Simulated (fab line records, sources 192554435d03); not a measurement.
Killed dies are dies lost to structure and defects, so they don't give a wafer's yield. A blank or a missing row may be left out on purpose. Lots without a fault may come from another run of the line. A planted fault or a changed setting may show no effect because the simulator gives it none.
A struck lot beside a sound one | flow n5_finfet | 19 steps out of a route of 1938
Sound: wafers L282.1, L282.3, L282.6. Struck: wafer L295.1. (L295.4 of the same lot was not struck and is left out.) The cause comes at the end.
At each step with rows: each side's tool, then ch and its chambers, then its first start. Under that, the readings that differ: sound wafers | struck wafers | difference of the means | sigmas: that difference in standard deviations of wafers without a fault.
alike: readings whose means differ by less than 2 such deviations, and words and numbers that are the same on both sides. not compared: withheld readings, readings that some wafer has no value for, bounds like >300 that may hide the same value, and numbers for which the record gives no deviation and whose values overlap.
The two part at a step that has a row with sigmas, a row that says differs or no value, or rows on one side only. Numbers that don't overlap but have no deviation are shown without sigmas and don't part them. A reading that every wafer of one side lacks parts them only if that side has two wafers or more.

first, 2 steps without rows for these wafers: N5_FIN_CUT_PEB_06 (peb time 60 s); N5_FIN_CUT_DEVELOP_07 (develop time 30 s).
N5_FIN_CUT_CD_MEAS_08: target cd 29.1 nm.
  sound on cd_sem-01 ch 0, day 4 03:23; struck on cd_sem-01 ch 0, day 7 10:38
  alike: cd_nm
N5_FIN_CUT_OVL_MEAS_09:
  sound on overlay-01 ch 0, day 4 03:25; struck on overlay-02 ch 0, day 7 10:40
  alike: FIN_CUT_OVL
N5_FIN_CUT_INSPECT_10: inspects for defects (brightfield).
  sound on defect_inspect-02, day 4 03:29; struck on defect_inspect-01, day 7 10:44
  alike: raw_defect_count
then, 3 steps without rows for these wafers: N5_FIN_CUT_DESCUM_13 (chemistry O2, time 7 s); N5_FIN_CUT_ETCH_30 (etches underlayer in N2/H2, target depth 13 nm, time 10.4 s); N5_FIN_CUT_ETCH_20 (etches SiARC in CF4, target depth 26 nm, time 43.3 s).
N5_FIN_CUT_ETCH_21: etches SOC in N2/H2, target depth 219 nm, overetch 43.8 nm, time 523.5 s.
  sound on rie_diel-05 ch 1,2, day 4 03:36; struck on rie_diel-03 ch 2, day 7 10:52
  reading               | sound          | struck | difference | sigmas
  oes_product_au (a.u.) | 0.78 0.84 0.78 | 0.66   | -0.14      | -2
  alike: drypump_motor_current_A, rf_vpp_V, run_length_s, showerhead_plenum_p_Torr, throttle_valve_pct
  not compared: rf_hours_counter_h
then, 3 steps without rows for these wafers: N5_FIN_CUT_STRIP_23 (strips in N2/H2); N5_FIN_CUT_STRIP_31 (strips in N2/H2); N5_FIN_CUT_STRIP_24 (strips in CF4).
N5_FIN_CUT_CUT_ETCH_26: etches SiNx in CH3F/O2, target depth 39 nm, time 55.7 s.
  sound on rie_diel-05 ch 1,2, day 4 03:57; struck on rie_diel-03 ch 2, day 7 11:12
  reading                                  | sound             | struck | difference | sigmas
  oes_f_703_au (a.u.)                      | 0.86 0.91 0.85    | 0.71   | -0.16      | -2
  oes_product_au (a.u.)                    | 0.85 0.92 0.85    | 0.71   | -0.16      | -2
  run_length_s (s)                         | 79.09 78.79 79.57 | 93.92  | +14.77     | +51
  model.etch.depth_nm (nm)                 | 39.5 39.5 39.1    | 48.41  | +9.04      |
  model.SOC_of_FIN_CUT_COAT_18.thk_nm (nm) | 211.2 210.4 210.2 | 207.2  | -3.4       |
  alike: drypump_motor_current_A, oes_ar_750_au, rf_vpp_V, showerhead_plenum_p_Torr, throttle_valve_pct
  not compared: rf_hours_counter_h
N5_FIN_CUT_CUT_ETCH_27: etches SiO2 in CHF3/O2, target depth 4 nm, overetch 2 nm, time 4.9 s.
  sound on rie_diel-05 ch 1,2, day 4 03:59; struck on rie_diel-03 ch 2, day 7 11:15
  reading               | sound          | struck | difference | sigmas
  oes_ar_750_au (a.u.)  | 0.85 0.91 0.84 | 0.71   | -0.16      | -2
  oes_f_703_au (a.u.)   | 0.85 0.90 0.85 | 0.71   | -0.16      | -2
  oes_product_au (a.u.) | 0.68 0.72 0.66 | 0.56   | -0.13      | -2
  alike: drypump_motor_current_A, rf_vpp_V, showerhead_plenum_p_Torr, throttle_valve_pct
  not compared: rf_hours_counter_h
N5_FIN_CUT_PRECLEAN_35: cleans in vHF, time 13.3 s.
  sound on vapor_etch-01 ch 0,1, day 4 04:14; struck on vapor_etch-02 ch 0, day 7 11:19
  alike: drypump_motor_current_A
N5_FIN_CUT_CUT_ETCH_15: etches Si in HBr/Cl2/O2, target depth 100 nm, bt time 10 s, time 42.4 s.
  sound on rie_si-03 ch 0,3, day 4 04:19; struck on rie_si-05 ch 0, day 7 11:24
  reading               | sound             | struck | difference | sigmas
  oes_product_au (a.u.) | 0.983 0.992 0.989 | 1.026  | +0.038     | +3
  alike: drypump_motor_current_A, throttle_valve_pct
  not compared: rf_hours_counter_h
N5_FIN_CUT_CUT_ETCH_28: etches Si in HBr/Cl2/O2, target depth 6 nm, time 2.4 s.
  sound on rie_si-03 ch 0,3, day 4 04:22; struck on rie_si-05 ch 0, day 7 11:27
  reading                                  | sound             | struck | difference | sigmas
  oes_product_au (a.u.)                    | 0.983 1.002 0.989 | 1.036  | +0.045     | +3
  model.SOC_of_FIN_CUT_COAT_18.thk_nm (nm) | 168.2 166.6 167.4 | 164.2  | -3.2       |
  alike: drypump_motor_current_A, throttle_valve_pct
  not compared: rf_hours_counter_h
N5_FIN_CUT_STRIP_22: strips in N2/H2.
  sound on rie_diel-05 ch 1,2,3, day 4 04:26; struck on rie_diel-03 ch 0, day 7 11:31
  reading                     | sound       | struck | difference | sigmas
  drypump_motor_current_A (A) | 5.9 5.0 5.4 | 6.3    | +0.9       | +2
  alike: oes_product_au, rf_vpp_V, showerhead_plenum_p_Torr, throttle_valve_pct
  not compared: rf_hours_counter_h
-- the record jumps here: 6 days lie between the struck wafers' starts before and after (it left off in module FIN_CUT and takes up again in module BEOL_M4, whose first step shown is number 1111 of the route) --
N5_BEOL_M4_RC_MEAS_101:
  sound on prober-02 ch 0, day 10 17:13; struck on prober-02 ch 0, day 13 20:00
  reading       | sound             | struck | difference | sigmas
  ION_N (uA/um) | 670 677 676       | 657    | -17        | -2
  VT_N (mV)     | 245.2 250.1 249.4 | 254.6  | +6.4       | +3
  alike: DIBL_N, DIBL_P, IOFF_N, IOFF_P, ION_P, SS_N, SS_P, VT_P

WHERE THEY PART
First at N5_FIN_CUT_ETCH_21; last, within this record, at N5_BEOL_M4_RC_MEAS_101.

WHY: what the simulator had put in
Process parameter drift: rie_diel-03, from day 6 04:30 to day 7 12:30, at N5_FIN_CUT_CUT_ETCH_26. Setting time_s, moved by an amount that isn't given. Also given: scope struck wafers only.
